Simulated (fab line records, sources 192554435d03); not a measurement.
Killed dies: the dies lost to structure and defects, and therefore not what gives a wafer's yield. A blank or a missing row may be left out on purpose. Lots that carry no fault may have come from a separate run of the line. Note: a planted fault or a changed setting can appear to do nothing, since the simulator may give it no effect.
Lot-split experiment -- flow n5Finfet -- route with 1938 steps; 7 lots, 21 wafers read

## ABOUT THE SPLIT
At N5_DUMMY_GATE_EXPOSE_12 (exposes mask GATE, target cd 25 nm), the setting doseMj was moved away from the recipe's 34 on 6 of the 21 wafers read, by -2.5% to +7.1%. For the rest of the wafers, this setting stayed at what the recipe calls for.

## FROM THE SPLIT TO THE READING: what the file shows between them, 2 steps
- N5_DUMMY_GATE_PEB_13: peb time 60 s
- N5_DUMMY_GATE_DEVELOP_14: develop time 30 s

## THE READING
cdNm, in nm, at N5_DUMMY_GATE_CD_MEAS_15 (target cd 25.8 nm). Fault-free wafers of this fab line usually give 25.12 nm, standard deviation 0.22 nm.

wafer,"tool, chamber at the split",doseMj as run,against the recipe,"cdNm, nm",against lot-mates on the recipe
L076.3,"euvScanner-01, 0",34,recipe,25.13,-
L076.5,"euvScanner-01, 0",34,recipe,24.73,-
L076.6,"euvScanner-01, 0",35.83,+5.4%,24.53,-0.40
L078.1,"euvScanner-01, 0",33.15,-2.5%,25.45,+0.39
L078.3,"euvScanner-01, 0",34,recipe,25.06,-
L078.6,"euvScanner-01, 0",33.15,-2.5%,25.40,+0.34
L079.2,"euvScanner-01, 0",34,recipe,25.14,-
L079.5,"euvScanner-01, 0",34,recipe,25.32,-
L079.6,"euvScanner-01, 0",34,recipe,25.04,-
L080.1,"euvScanner-02, 0",36.4,+7.1%,23.75,-1.32
L080.3,"euvScanner-02, 0",36.4,+7.1%,23.70,-1.37
L080.4,"euvScanner-02, 0",34,recipe,25.07,-
L083.3,"euvScanner-02, 0",34,recipe,25.40,-
L083.4,"euvScanner-02, 0",34,recipe,25.20,-
L083.6,"euvScanner-02, 0",34,recipe,25.14,-
L085.3,"euvScanner-02, 0",35.7,+5.0%,24.11,-1.14
L085.5,"euvScanner-02, 0",34,recipe,25.30,-
L085.6,"euvScanner-02, 0",34,recipe,25.20,-
L087.2,"euvScanner-01, 0",34,recipe,25.39,-
L087.4,"euvScanner-01, 0",34,recipe,25.32,-
L087.5,"euvScanner-01, 0",34,recipe,25.08,-

THE FIT
A straight line over all 21 wafers: cdNm changes by -0.18 nm for each +1% of doseMj; r = -0.94; the points scatter about the line by 0.19 nm.
The same after taking each lot's own level away (the mean of its wafers on the recipe; 21 wafers): -0.172 nm for each +1%; r = -0.94; scatter 0.18 nm.
On that fit, the largest move of doseMj shifts the reading by 1.2 nm.
The span of the lots' own levels, 24.930 to 25.263 nm, comes to 1.5 times the standard deviation stated above.
Hence the lot-to-lot level has little effect on the slope; both slopes agree.
Check: for one of the wafers moved furthest among these (+7.1%), held out of the fit, the line's prediction against its lot-mates is -1.18 nm. Against them it came out at -1.32 nm.

## OTHER SPLITS ON THESE WAFERS
These wafers also went through other splits before the reading. Each is held against what the fit with the lots' levels taken away leaves over:
other split on the same wafers,wafers away from the commonest value,r with cdNm (lot level and that fit taken away)
N5_PMOS_HMC_CHANNEL_EPI_PEB_07 pebTempC,9,+0.23
N5_PMOS_HMC_CHANNEL_EPI_DESCUM_14 timeS,5,+0.34
N5_FIN_SAQP_ETCH_52 sourceW,4,+0.26
N5_DUMMY_GATE_COAT_28 spinRpm,4,-0.06

## FILE'S OWN FIT
cdNm changes by -0.166 nm for each +1% of doseMj, r = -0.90.
